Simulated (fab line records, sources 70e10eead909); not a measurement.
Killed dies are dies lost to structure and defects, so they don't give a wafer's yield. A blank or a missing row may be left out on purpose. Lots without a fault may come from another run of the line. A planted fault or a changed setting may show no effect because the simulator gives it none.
fab line records | flow nand_harc
record lots=5 wafers=15 last_day=23
route steps=1159 shown A_M1@1037 A_BONDPAD@1059 END@1159
lots that met no fault: from a run of the same line without faults
start_h: hours from the record's first day to the start of the lot's first wafer shown | wait_h: hours since the lot's step before | " the same as in the row above | L1.1+2: a row that stands for several wafers | - no value, or no start given | * or withheld: withheld | < > ~ a bound
route shown NAME@n: a module of which the file shows steps, and the number in the route of the first | usual: mean/standard deviation of fault-free wafers | same: alike in all rows | chamber/n: place in a boat | sites: the reading at each site | _std_site: their standard deviation | _edge_site: outer sites' mean less inner sites' | radius_mm: how far each site lies from the wafer's centre | mask NAME#n: copy n | behind: the tool/chamber that last shaped the wafer | hold: why the lot was held/for how many hours/how that ended | device: the transistor (n, p or np) that didn't switch | end of line: the same wafers' tests at the end of the route | a step without rows: its recipe alone | killed: dies lost to structure and defects at the first sort, not the wafer's yield | map: a wafer's dies, x killed, . not, _ none there
set.NAME: the setting as run; set.NAME@STEP: as run at that earlier step | model.NAME: the simulator's own value behind a step, which no gauge read
lots at some steps of the route; a table a step, a row a wafer
services: from which hour (start_h, from the record's first day; less than 0 if before it) a tool's chamber was out of use, for how many hours, and why
## steps
# step NHARC_A_M1_OVL_MEAS_10
# recipe pitch_nm=240
# usual overlay_x_nm=0.1/0.83 overlay_y_nm=0.1/0.84
# columns lot.wafer tool chamber start_h wait_h overlay_x_nm overlay_y_nm
L760.3 overlay-02 - 409.93 - -0.3 -1.1
L760.5 " - " " -0.3 -1.5
L760.6 " - " " -0.4 -1.7
L768.2 overlay-01 - 454.69 - 1.9 -0.1
L768.3 " - " " 2.0 -0.5
L768.6 " - " " 1.9 0.2
L772.2 overlay-02 - 470.03 - 0.4 0.4
L772.3 " - " " -0.5 -0.9
L772.6 " - " " 0.2 0.0
L770.1 overlay-02 - 477.84 - 0.1 0.8
L770.2 " - " " -0.7 -0.4
L770.6 " - " " -0.3 0.9
L777.2 overlay-02 - 509.87 - -0.8 -0.4
L777.3 " - " " -0.6 0.0
L777.4 " - " " -1.1 -0.4
# step NHARC_A_M1_INSPECT_11
# usual raw_defect_count=26/10
# columns lot.wafer tool chamber start_h wait_h raw_defect_count
L760.3 defect_inspect-01 - 409.97 0.0 14
L760.5 " - " " 13
L760.6 " - " " 13
L768.2 defect_inspect-02 - 454.73 0.0 28
L768.3 " - " " 34
L768.6 " - " " 29
L772.2 defect_inspect-01 - 470.07 0.0 29
L772.3 " - " " 13
L772.6 " - " " 38
L770.1 defect_inspect-01 - 477.88 0.0 17
L770.2 " - " " 7
L770.6 " - " " 11
L777.2 defect_inspect-02 - 509.91 0.0 36
L777.3 " - " " 42
L777.4 " - " " 32
# step NHARC_A_M1_DESCUM_14
# recipe time_s=3 o2_flow_sccm=200 ar_flow_sccm=0 bias_power_w=0 chemistry=O2
# step NHARC_A_M1_ETCH_35
# recipe target_depth_a=400 overetch_a=120 time_s=43.94 ion_energy_ev=200 n2_flow_sccm=150 h2_flow_sccm=150 ar_flow_sccm=0 rf_w=400 bias_w=150 chemistry=N2/H2
# step NHARC_A_M1_ETCH_15
# recipe target_depth_a=1825 time_s=91.2 c4f8_flow_sccm=withheld ar_flow_sccm=400 rf_w=600 bias_w=300 chemistry=C4F8/Ar
# step NHARC_A_M1_CD_MEAS_16
# usual cd_nm=120.4/1
# columns lot.wafer tool chamber start_h wait_h cd_nm
L760.3 cd_sem-03 - 410.34 - 121.7
L760.5 " - " " 121.1
L760.6 " - " " 119.9
L768.2 cd_sem-01 - 455.10 - 119.4
L768.3 " - " " 120.6
L768.6 " - " " 120.8
L772.2 cd_sem-03 - 470.44 - 119.2
L772.3 " - " " 119.8
L772.6 " - " " 119.3
L770.1 cd_sem-02 - 478.24 - 120.2
L770.2 " - " " 119.1
L770.6 " - " " 119.7
L777.2 cd_sem-02 - 510.27 - 121.5
L777.3 " - " " 121.2
L777.4 " - " " 120.6
# step NHARC_A_M1_STRIP_18
# recipe power_w=1000 n2_flow_sccm=150 h2_flow_sccm=150 ar_flow_sccm=0 bias_w=0 chemistry=N2/H2
# usual drypump_motor_current_A=5.4/0.49 mfc_ar_sccm=0.010/0.013 oes_product_au=1.000/0.014 rf_fwd_power_W=997/3.2 rf_vpp_V=90.7/0.92 showerhead_plenum_p_Torr=2.04/0.074 throttle_valve_pct=14.172/0.0098
# columns lot.wafer tool chamber start_h wait_h drypump_motor_current_A mfc_ar_sccm oes_product_au rf_fwd_power_W rf_hours_counter_h rf_vpp_V showerhead_plenum_p_Torr throttle_valve_pct
L760.3 rie_diel-12 2 410.46 0.1 4.9 0.005 1.022 995 1 91.9 2.18 14.161
L760.5 " 0 " " 5.9 0 0.977 1001 - 90.4 1.99 14.173
L760.6 " 1 " " 5.5 0.017 1.004 999 - 90.6 2.04 14.165
L768.2 rie_diel-10 1 455.17 0.1 5.3 0.020 1.004 996 2 91.1 2.03 14.176
L768.3 " 2 " " 4.8 0 0.993 996 2 90.3 2.09 14.180
L768.6 " 2 " " 4.8 0 0.996 994 - 91.7 2.09 14.175
L772.3 rie_diel-02 3 470.53 0.1 4.8 0 0.982 996 9 91.0 2.00 14.172
L772.2 " 0 " " 5.7 0.005 1.010 992 6 92.4 2.14 14.164
L772.6 " 0 " " 5.6 0.005 1.014 996 - 91.7 2.14 14.184
L770.2 rie_diel-02 2 478.32 0.1 5.6 0 1.007 995 10 90.0 1.96 14.188
L770.1 " 3 " " 4.8 0 0.981 995 10 91.9 2.00 14.169
L770.6 " 2 " " 5.6 0 1.010 1002 - 91.2 1.96 14.177
L777.4 rie_diel-12 2 510.35 0.1 4.9 0.005 1.020 997 8 92.6 2.18 14.184
L777.2 " 3 " " 5.4 0 1.012 1001 9 90.9 1.98 14.181
L777.3 " 0 " " 5.9 0 0.974 1000 9 91.3 1.99 14.179
# step NHARC_A_M1_ETCH_28
# recipe target_depth_a=300 over_etch_frac=0.3 time_s=72.99 ion_energy_ev=150 cf4_flow_sccm=50 n2_flow_sccm=100 ar_flow_sccm=150 rf_w=300 bias_w=100 chemistry=CF4/N2
# usual drypump_motor_current_A=5.4/0.5 mfc_ar_sccm=150.0/0.47 oes_product_au=1.001/0.013 rf_fwd_power_W=297.6/1.1 rf_vpp_V=314.3/1.8 showerhead_plenum_p_Torr=2.63/0.089 throttle_valve_pct=19.795/0.0093
# columns lot.wafer tool chamber start_h wait_h drypump_motor_current_A mfc_ar_sccm oes_product_au rf_fwd_power_W rf_hours_counter_h rf_vpp_V showerhead_plenum_p_Torr throttle_valve_pct
L760.3 rie_diel-12 2 - - 4.9 150.2 1.010 296.9 1 316.2 2.79 19.785
L760.6 " 2 " " 4.9 149.7 1.007 298.3 - 318.8 2.79 19.776
L760.5 " 3 " " 5.4 150.3 1.016 296.9 - 313.0 2.56 19.772
L768.3 rie_diel-10 0 - - 6.5 149.0 1.005 297.3 2 310.8 2.51 19.791
L768.2 " 1 " " 5.3 149.7 1.010 297.2 2 314.1 2.62 19.798
L768.6 " 1 " " 5.3 150.0 1.009 298.3 - 313.9 2.62 19.793
L772.3 rie_diel-02 2 - - 5.6 150.0 1.010 297.4 10 311.2 2.53 19.799
L772.2 " 0 " " 5.7 149.8 1.011 296.2 6 316.1 2.75 19.791
L772.6 " 1 " " 6.1 150.1 1.003 296.0 - 313.5 2.58 19.781
L770.1 rie_diel-02 3 - - 4.8 150.2 0.990 298.0 10 315.1 2.58 19.799
L770.2 " 1 " " 6.1 150.3 0.991 297.6 10 313.0 2.58 19.802
L770.6 " 3 " " 4.8 149.9 0.990 299.7 - 311.9 2.58 19.797
L777.3 rie_diel-12 2 - - 4.9 149.1 1.015 296.0 8 317.3 2.79 19.794
L777.4 " 3 " " 5.4 149.7 1.020 297.7 9 313.8 2.56 19.794
L777.2 " 0 " " 5.9 149.8 0.980 297.5 9 312.5 2.57 19.799
# step NHARC_A_M1_STRIP_19
# recipe time_s=600 temp_c=30 chemistry=post_etch_residue_remover
# step NHARC_A_M1_DEGAS_29
# recipe temp_c=250 time_s=60
# usual heater_power_w=324/26
# columns lot.wafer tool chamber start_h wait_h heater_power_w
L760.3 pvd_sputter-01 - 411.05 - 273
L760.5 " - " " 335
L760.6 " - " " 346
L768.3 pvd_sputter-01 - 455.81 - 334
L768.2 " - " " 279
L768.6 " - " " 344
L772.3 pvd_sputter-02 - 471.18 - 332
L772.2 " - " " 300
L772.6 " - " " 323
L770.2 pvd_sputter-01 - 478.96 - 358
L770.1 " - " " 342
L770.6 " - " " 333
L777.2 pvd_sputter-01 - 511.45 - 356
L777.4 " - " " 339
L777.3 " - " " 282
# step NHARC_A_M1_PRE_CLEAN_30
# recipe time_s=30 temp_c=280 gas=H2/He
# step NHARC_A_M1_PVD_20
# recipe target_thk_a=50 bias_v=168.6 power_w=15000 chamber_pressure_pa=0.12 time_s=8.06 substrate_temp_c=50 material=TaN
# step NHARC_A_M1_PVD_21
# recipe target_thk_a=300 chamber_pressure_pa=5 power_w=5000 substrate_temp_c=30 time_s=20.49 material=Cu
# usual throttle_valve_pct=29.7/0.96
# columns lot.wafer tool chamber start_h wait_h throttle_valve_pct
L760.3 pvd_sputter-01 - 411.29 - 30.3
L760.6 " - " " 28.7
L760.5 " - " " 29.5
L768.2 pvd_sputter-01 - 456.03 - 29.4
L768.3 " - " " 28.8
L768.6 " - " " 29.3
L772.2 pvd_sputter-02 - 471.39 - 31.0
L772.3 " - " " 28.2
L772.6 " - " " 31.0
L770.1 pvd_sputter-01 - 479.19 - 30.2
L770.2 " - " " 29.4
L770.6 " - " " 30.4
L777.2 pvd_sputter-01 - 511.95 - 30.1
L777.3 " - " " 30.9
L777.4 " - " " 28.6
# step NHARC_A_M1_ECD_22
# recipe target_thk_a=4000 bath_temp_c=25 material=Cu
# step NHARC_A_M1_ANNEAL_31
# recipe temp_c=225 time_s=90
# usual wafer_temp_C_max=225.91/0.23
# columns lot.wafer tool chamber start_h wait_h wafer_temp_C_max
L760.3 rtp_anneal-01 0 411.94 0.3 225.67
L760.5 " 0 " " 225.89
L760.6 " 0 " " 225.45
L768.2 rtp_anneal-01 0 456.59 - 225.83
L768.3 " 0 " " 226.14
L768.6 " 0 " " 226.06
L772.2 rtp_anneal-02 0 471.95 0.3 225.75
L772.3 " 0 " " 225.72
L772.6 " 0 " " 225.85
L770.1 rtp_anneal-02 0 479.73 0.3 225.84
L770.2 " 0 " " 225.67
L770.6 " 0 " " 225.85
L777.2 rtp_anneal-02 0 512.52 0.4 225.54
L777.3 " 0 " " 225.59
L777.4 " 0 " " 225.42
# step NHARC_A_M1_CMP_23
# recipe t_overpolish_s=20 target_thk_nm=154.34
# step NHARC_A_M1_SRD_25
# step NHARC_A_M1_INSPECT_27
# usual raw_defect_count=436/88
# columns lot.wafer tool chamber start_h wait_h raw_defect_count
L760.3 defect_inspect-02 - 412.65 0.0 477
L760.5 " - " " 539
L760.6 " - " " 403
L768.2 defect_inspect-02 - 457.38 0.0 614
L768.3 " - " " 541
L768.6 " - " " 470
L772.2 defect_inspect-01 - 472.71 0.0 429
L772.3 " - " " 339
L772.6 " - " " 528
L770.1 defect_inspect-01 - 480.58 0.0 393
L770.2 " - " " 381
L770.6 " - " " 252
L777.2 defect_inspect-02 - 513.29 0.0 436
L777.3 " - " " 417
L777.4 " - " " 552
# step NHARC_A_M1_PRE_CLEAN_32
# recipe time_s=12 temp_c=370 rf_power_w=300 gas=NH3
# step NHARC_A_M1_DEP_33
# recipe target_thk_a=300 temp_c=370 target_thk_nm=30 pressure_torr=3 flow_sccm=200 rf_w=450 material=SiCN
# step NHARC_A_BONDPAD_DEP_00
# recipe target_thk_a=2500 temp_c=370 target_thk_nm=250 pressure_torr=3 flow_sccm=200 rf_w=450 material=SiCN
# step NHARC_A_BONDPAD_CMP_29
# recipe target_thk_nm=200 material=SiCN
# step NHARC_A_BONDPAD_THK_MEAS_30
# recipe thk_meas_gauge=ellipsometry
# usual thk_nm=199.9/1.6
# columns lot.wafer tool chamber start_h wait_h thk_nm
L760.3 film_metro-02 - 414.00 0.2 201.2
L760.5 " - " " 199.2
L760.6 " - " " 202.6
L768.2 film_metro-02 - 458.86 0.2 200.3
L768.3 " - " " 199.8
L768.6 " - " " 200.3
L772.2 film_metro-01 - 474.08 0.2 200.6
L772.3 " - " " 201.1
L772.6 " - " " 200.0
L770.1 film_metro-02 - 482.89 0.2 199.6
L770.2 " - " " 201.5
L770.6 " - " " 199.5
L777.3 film_metro-02 - 514.96 0.2 199.4
L777.4 " - " " 201.2
# step NHARC_A_BONDPAD_SRD_31
# step NHARC_A_BONDPAD_DEHYDRATE_01
# recipe temp_c=150 time_s=120
# step NHARC_A_BONDPAD_HMDS_02
# recipe time_s=30
# step NHARC_A_BONDPAD_COAT_33
# recipe temp_c=200 time_s=65
# step NHARC_A_BONDPAD_COAT_03
# recipe spin_rpm=2000 resist_thk_nm=600
# step NHARC_A_BONDPAD_SOFTBAKE_04
# recipe temp_c=125 time_s=70
# step NHARC_A_BONDPAD_EBR_05
# step NHARC_A_BONDPAD_EXPOSE_06
# recipe na=0.55 dose_mj=36.99 mask_id=A_BPAD
# step NHARC_A_BONDPAD_PEB_07
# recipe peb_temp_c=128 peb_time_s=80
# step NHARC_A_BONDPAD_DEVELOP_08
# recipe time_s=50 dev_temp_c=22
# step NHARC_A_BONDPAD_CD_MEAS_09
# recipe target_cd_nm=500 landing_energy_ev=500
# usual cd_nm=500.7/2.5
# columns lot.wafer tool chamber start_h wait_h cd_nm
L760.3 cd_sem-03 0 414.61 - 502.0
L760.5 " 0 " " 499.2
L760.6 " 0 " " 497.0
L768.2 cd_sem-03 0 459.45 - 504.9
L768.3 " 0 " " 499.2
L768.6 " 0 " " 501.2
L772.2 cd_sem-01 0 474.65 - 501.4
L772.3 " 0 " " 497.0
L772.6 " 0 " " 503.0
L770.1 cd_sem-03 0 483.33 - 498.4
L770.2 " 0 " " 503.4
L770.6 " 0 " " 501.4
L777.3 cd_sem-01 0 515.53 - 498.6
L777.4 " 0 " " 496.8
# step NHARC_A_BONDPAD_OVL_MEAS_35
# usual overlay_x_nm=0/5.8 overlay_y_nm=2/6.4
# columns lot.wafer tool chamber start_h wait_h overlay_x_nm overlay_y_nm
L760.3 overlay-01 - 414.70 - -3 -2
L760.5 " - " " -3 -1
L760.6 " - " " -3 -1
L768.2 overlay-02 - 459.53 - 3 11
L768.3 " - " " 4 11
L768.6 " - " " 4 11
L772.2 overlay-02 - 474.73 - 2 -2
L772.3 " - " " 2 -2
L772.6 " - " " 2 -2
L770.1 overlay-01 - 483.41 - 1 -4
L770.2 " - " " 2 -3
L770.6 " - " " 2 -3
L777.3 overlay-01 - 515.61 - -5 -3
L777.4 " - " " -5 -3
# step NHARC_A_BONDPAD_HARDBAKE_10
# recipe temp_c=118 time_s=65
# step NHARC_A_BONDPAD_DESCUM_11
# recipe time_s=3 o2_flow_sccm=200 ar_flow_sccm=0 bias_power_w=0 chemistry=O2
# step NHARC_A_BONDPAD_ETCH_34
# recipe target_depth_a=600 overetch_a=180 time_s=65.91 ion_energy_ev=200 n2_flow_sccm=150 h2_flow_sccm=150 ar_flow_sccm=0 rf_w=400 bias_w=150 chemistry=N2/H2
# usual drypump_motor_current_A=5.7/0.49 mfc_ar_sccm=0.013/0.012 oes_product_au=1.002/0.012 rf_fwd_power_W=396.2/2 rf_vpp_V=429.9/2.7 showerhead_plenum_p_Torr=2.02/0.092 throttle_valve_pct=14.171/0.0087
# columns lot.wafer tool chamber start_h wait_h drypump_motor_current_A mfc_ar_sccm oes_product_au rf_fwd_power_W rf_hours_counter_h rf_vpp_V showerhead_plenum_p_Torr throttle_valve_pct
L760.3 rie_diel-11 0 414.91 0.1 5.6 0.038 1.015 399.1 9 427.0 1.88 14.176
L760.6 " 3 " " 5.1 0.012 1.013 394.1 - 427.1 1.93 14.160
L760.5 " 0 " " 5.6 0.038 1.022 398.0 - 426.1 1.88 14.181
L768.3 rie_diel-11 3 459.75 0.1 5.1 0.012 1.002 396.0 17 427.5 1.92 14.166
L768.2 " 0 " " 5.6 0.038 1.000 397.7 18 427.5 1.88 14.172
L768.6 " 3 " " 5.1 0.012 1.005 395.3 - 428.1 1.92 14.169
L772.3 rie_diel-11 3 474.97 0.1 5.1 0.012 1.004 395.6 21 426.7 1.92 14.177
L772.2 " 1 " " 5.8 0.004 0.991 392.4 19 428.9 1.98 14.164
L772.6 " 2 " " 5.2 0.006 1.002 393.9 - 429.7 2.00 14.165
L770.1 rie_diel-09 0 483.63 0.1 6.5 0.027 0.989 399.7 1 430.4 2.02 14.165
L770.2 " 3 " " 5.2 0 1.024 398.6 1 428.6 1.99 14.164
L770.6 " 1 " " 6.3 0.025 0.986 398.3 - 431.4 2.07 14.180
L777.4 rie_diel-11 1 515.82 0.1 5.8 0.004 0.993 395.0 24 427.9 1.97 14.164
L777.3 " 2 " " 5.2 0.006 1.020 396.1 25 428.3 2.00 14.163
# step NHARC_A_BONDPAD_ETCH_12
# recipe target_depth_a=2200 time_s=110 chf3_flow_sccm=50 o2_flow_sccm=10 ar_flow_sccm=200 rf_w=500 bias_w=200 chemistry=CHF3/O2
# step NHARC_A_BONDPAD_CD_MEAS_13
# usual cd_nm=500.6/2.6
# columns lot.wafer tool chamber start_h wait_h cd_nm
L760.3 cd_sem-02 - 415.14 - 500.2
L760.5 " - " " 498.2
L760.6 " - " " 496.9
L768.2 cd_sem-02 - 459.98 - 505.1
L768.3 " - " " 497.7
L768.6 " - " " 501.1
L772.2 cd_sem-01 - 475.22 - 500.5
L772.3 " - " " 496.7
L772.6 " - " " 502.9
L770.1 cd_sem-01 - 483.86 - 499.7
L770.2 " - " " 502.8
L770.6 " - " " 500.5
L777.3 cd_sem-02 - 516.05 - 499.2
L777.4 " - " " 497.5
# step NHARC_END_SORT_01
# recipe temp_c=25
# usual defect_limited_yield=96.0/1.3 killed_at_array=24/8.4 killed_at_other=0.7/1.1 killed_at_periphery=2.9/1.7 killed_dies=27/8.6 killed_open=3.3/1.8 killed_short=1.8/1.4 sort_bin_2_pct=1.3/0.56 sort_bin_3_pct=0.19/0.18 sort_bin_4_pct=2.6/0.84 sort_n_pass=650/8.6 sort_rim_yield_pct=96.1/2.3 sort_yield_pct=96.0/1.3
# same gross_dies=677 sort_bin_5_pct[%]=0 sort_bin_6_pct[%]=0 sort_bin_7_pct[%]=0 sort_bin_8_pct[%]=0 sort_rim_n_gross=106.00
# columns lot.wafer tool chamber start_h wait_h defect_limited_yield[%] killed_at_array killed_at_other killed_at_periphery killed_dies killed_open killed_short sort_bin_2_pct[%] sort_bin_3_pct[%] sort_bin_4_pct[%] sort_n_pass sort_rim_yield_pct[%] sort_yield_pct[%]
L772.2 prober-01 0 516.40 2.7 93.6 35 3 5 43 5 7 1.9 0.15 4.3 634 90.6 93.6
L772.3 prober-01 0 517.20 3.1 96.8 13 3 6 22 3 2 0.9 0.15 2.2 655 98.1 96.8
L772.6 prober-01 0 519.62 4.0 95.4 25 2 4 31 1 0 1.9 0.44 2.2 646 97.2 95.4
L777.2 prober-01 0 550.21 2.8 0 674 0 3 677 3 0 96.8 0.15 3.1 0 0 0
# killed by level:class
L772.2 A_CHANNEL_HOLE_D1:chamber_film_flake=17 A_CONTACT:chamber_film_flake=7 A_ONON_D1:geometric_particle:short=3 P_GATE:chamber_film_flake=3 THIN_TSV:chamber_film_flake=2 A_STAIRCASE:chamber_film_flake=2 P_M1:geometric_particle:short=1 P_M2:geometric_particle:open=1
L772.3 A_CHANNEL_HOLE_D1:chamber_film_flake=8 P_GATE:chamber_film_flake=3 THIN_TSV:chamber_film_flake=2 P_M0:geometric_particle:open=1 A_CONTACT:geometric_particle:open=1 A_M0:geometric_particle:open=1 A_M0:geometric_particle:short=1 STARTING-WAFER:geometric_particle:short=1
L772.6 A_CHANNEL_HOLE_D1:chamber_film_flake=17 A_CONTACT:chamber_film_flake=5 P_GATE:chamber_film_flake=2 P_M1:chamber_film_flake=2 A_STAIRCASE:chamber_film_flake=2 THIN_TSV:chamber_film_flake=2 A_ONON_D1:geometric_particle:open=1
L777.2 A_M1:area_pvd=645 A_SLIT:chamber_film_flake=9 A_CHANNEL_HOLE_D1:chamber_film_flake=6 A_M0:chamber_film_flake=5 A_CONTACT:chamber_film_flake=4 A_STAIRCASE:chamber_film_flake=3 P_M0:geometric_particle:open=1 A_CHANNEL_FILL_D1:geometric_particle:open=1
# map L777.2 (x killed, . not)
____________x____________
_________xxxxxxx_________
_______xxxxxxxxxxx_______
______xxxxxxxxxxxxx______
_____xxxxxxxxxxxxxxx_____
____xxxxxxxxxxxxxxxxx____
____xxxxxxxxxxxxxxxxx____
___xxxxxxxxxxxxxxxxxxx___
___xxxxxxxxxxxxxxxxxxx___
__xxxxxxxxxxxxxxxxxxxxx__
__xxxxxxxxxxxxxxxxxxxxx__
_xxxxxxxxxxxxxxxxxxxxxxx_
_xxxxxxxxxxxxxxxxxxxxxxx_
_xxxxxxxxxxxxxxxxxxxxxxx_
_xxxxxxxxxxxxxxxxxxxxxxx_
_xxxxxxxxxxxxxxxxxxxxxxx_
xxxxxxxxxxxxxxxxxxxxxxxxx
xxxxxxxxxxxxxxxxxxxxxxxxx
xxxxxxxxxxxxxxxxxxxxxxxxx
xxxxxxxxxxxxxxxxxxxxxxxxx
xxxxxxxxxxxxxxxxxxxxxxxxx
_xxxxxxxxxxxxxxxxxxxxxxx_
_xxxxxxxxxxxxxxxxxxxxxxx_
_xxxxxxxxxxxxxxxxxxxxxxx_
_xxxxxxxxxxxxxxxxxxxxxxx_
_xxxxxxxxxxxxxxxxxxxxxxx_
__xxxxxxxxxxxxxxxxxxxxx__
__xxxxxxxxxxxxxxxxxxxxx__
___xxxxxxxxxxxxxxxxxxx___
___xxxxxxxxxxxxxxxxxxx___
____xxxxxxxxxxxxxxxxx____
____xxxxxxxxxxxxxxxxx____
_____xxxxxxxxxxxxxxx_____
______xxxxxxxxxxxxx______
_______xxxxxxxxxxx_______
_________xxxxxxx_________
____________x____________
# map L760.3 (x killed, . not)
____________.____________
_________......._________
_______..........._______
______.............______
_____..............x_____
____................x____
____.................____
___..x................___
___...................___
__......x..............__
__..x..............x...__
_......................._
_......................._
_.x....................._
_......................._
_......................._
.............x..x........
.........................
.........................
.........................
.........................
_......................._
_......................._
_......................._
_...x.....x............._
_...........x..........._
__..............x.x....__
__.....................__
___...................___
___...................___
____...x........xx...____
____.................____
_____..............._____
______..........x..______
_______..x........_______
_________......._________
____________.____________
## services
# columns tool chamber start_h hours kind
rie_diel-12 0 388.40 - clean
rie_diel-12 1 388.40 - clean
rie_diel-12 2 388.40 - clean
rie_diel-12 3 388.40 - clean
rie_diel-11 2 389.44 2.3 repair
rie_diel-11 1 391.74 9.9 repair
pvd_sputter-02 - 392.01 10.0 pm
rie_diel-02 0 410.47 - clean
rie_diel-02 1 410.47 - clean
rie_diel-02 2 410.47 - clean
rie_diel-02 3 410.47 - clean
rie_diel-12 0 412.90 - clean
rie_diel-12 1 412.90 - clean
rie_diel-12 2 412.90 - clean
rie_diel-12 3 412.90 - clean
rie_diel-12 2 418.88 7.6 repair
rie_diel-09 - 431.17 9.0 pm
rie_diel-11 0 469.31 12.6 repair
pvd_sputter-02 - 483.82 3.7 repair
rie_diel-02 - 484.05 3.1 repair
rie_diel-12 - 499.11 0.5 repair
rie_diel-02 - 504.97 9.0 pm
pvd_sputter-02 - 510.73 4.9 repair
pvd_sputter-01 - 514.06 10.0 pm
## key
first_sign step=NHARC_END_SORT_01 reading=sort_bin_2_pct direction=up sigmas=99+ usual=1.3 struck=96.8
effect step=NHARC_END_SORT_01 reading=killed_at_array direction=up sigmas=77 usual=24 struck=674
more_kills_born_at NHARC_A_M1_PVD_21@pvd_sputter-01=645
met_at NHARC_A_M1_PVD_21
struck_wafers L777.2
later_rows_left_out L777.2
onset_between 479.19 511.95
fault kind=process_parameter_drift tool=pvd_sputter-01 chamber=- onset_h=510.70 steps=NHARC_A_M1_PVD_21 channel=target_thk_a offset=* shape=step end_h=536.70 acts_in=* stated=* scope=struck_wafers_only
# later_rows_left_out: the simulator's readings of these wafers behind a module that went badly wrong aren't trusted and aren't shown, but for the sort
